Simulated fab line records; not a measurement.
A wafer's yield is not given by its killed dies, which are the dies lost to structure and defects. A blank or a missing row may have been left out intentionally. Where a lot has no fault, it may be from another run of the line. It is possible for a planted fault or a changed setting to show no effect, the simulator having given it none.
Matching of chambers    flow nand_harc    NHARC_A_CHANNEL_HOLE_D1_ETCH_39 on rie_diel-10 has 4 sister chambers
The step etches the open film in N2/H2, target depth 260 nm, time 325 s. 4 wafers are shown with their chamber, then 7 later ones without.

EACH WAFER AND ITS CHAMBER
wafer   chamber  showerhead_plenum_p_Torr (Torr)
L901.1  3        1.97
L901.4  0        2.14
L901.6  1        2.03
L903.3  2        2.19

WAFERS WITHOUT THEIR CHAMBER
wafer   showerhead_plenum_p_Torr (Torr)
L903.4  2.13
L903.6  2.02
L904.2  2.13
L904.5  2.19
L906.2  2.19
L906.5  2.13
L908.4  1.96

WHICH CHAMBER EACH ONE RAN IN
wafer   from the rows above  in truth
L903.4  0                    0
L903.6  1                    1
L904.2  0                    0
L904.5  2                    2
L906.2  2                    2
L906.5  0                    0
L908.4  3                    3
Correctly placed: 7 of 7. From these rows, 0 cannot be placed. Placed wrongly: 0.
How it was worked out, from the rows above alone: a wafer's distance from a chamber is the root of the sum, over the readings, of the square of ((its reading less the chamber's mean) divided by the reading's scatter). The wafer belongs to the nearest chamber; if the next one is less than 2 further off, it can't be placed. A chamber's mean is the mean of its shown wafers. The scatter (one wafer shown for each chamber): square how far every hidden wafer sits from the nearest shown wafer, average those squares and take the square root.
